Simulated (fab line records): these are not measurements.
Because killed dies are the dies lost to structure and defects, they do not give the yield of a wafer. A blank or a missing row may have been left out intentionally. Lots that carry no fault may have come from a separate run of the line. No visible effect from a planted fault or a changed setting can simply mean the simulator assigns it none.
Matching of chambers | flow n5Finfet | N5_BEOL_M0_CO_CAP_123 on cvdCo-01 has 3 sister chambers
The step material Co, precursor CCTBA/H2, target thk 2 nm, time 102.1 s. 16 wafers are shown with their chamber, then 8 later ones without.

== WAFERS PAIRED WITH THEIR CHAMBERS ==
wafer  | chamber | heaterPowerW (W) | chamberPressureTorr (Torr)
L074.1 | 2       | 223              | 30.00
L074.4 | 0       | 231              | 29.83
L074.6 | 0       | 235              | 29.97
L075.1 | 2       | 227              | 29.81
L075.4 | 0       | 232              | 29.90
L075.5 | 2       | 223              | 30.01
L076.2 | 2       | 230              | 29.95
L076.3 | 0       | 234              | 29.96
L076.5 | 0       | 234              | 30.03
L079.4 | 0       | 230              | 29.99
L079.5 | 1       | 216              | 30.07
L079.6 | 2       | 226              | 30.02
L083.1 | 2       | 214              | 30.03
L083.4 | 2       | 225              | 30.03
L083.6 | 0       | 236              | 29.94
L084.2 | 2       | 228              | 30.03

SIGNATURES (means of the wafers above)
reading             | chamber 0 | chamber 1 | chamber 2 | scatter within a chamber
heaterPowerW        | 233.14    | 216.00    | 224.50    | 3.87
chamberPressureTorr | 29.9457   | 30.0700   | 29.9850   | 0.0709
Rule: a wafer's distance from a chamber is the root of the sum, over the readings, of the square of ((its reading less the chamber's mean) divided by the reading's scatter). The wafer belongs to the nearest chamber; if the next one is less than 2 further off, it can't be placed. How the scatter is found: for the shown wafers, subtract from each reading the mean of its chamber, square and add these, divide the total by (wafers less chambers), then take the root.

== WAFERS WITHOUT THEIR CHAMBER ==
wafer  | heaterPowerW (W) | chamberPressureTorr (Torr)
L084.3 | 215              | 29.98
L084.5 | 239              | 30.06
L087.4 | 239              | 30.00
L087.5 | 227              | 30.00
L087.6 | 216              | 30.03
L091.2 | 221              | 29.84
L091.3 | 238              | 29.96
L091.4 | 226              | 29.98

== WHICH CHAMBER EACH WENT THROUGH ==
wafer  | from the rows above          | in truth
L084.3 | can't be placed: 1 or 2      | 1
L084.5 | can't be placed: 0 or 2      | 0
L087.4 | 0                            | 0
L087.5 | can't be placed: 2 or 0      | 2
L087.6 | can't be placed: 1 or 2      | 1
L091.2 | can't be placed: 2 or 0 or 1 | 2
L091.3 | 0                            | 0
L091.4 | can't be placed: 2 or 0      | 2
2 of 8 placed correctly. Not placeable from these rows: 6 (in 6, the candidates include the true chamber). 0 placed wrongly.
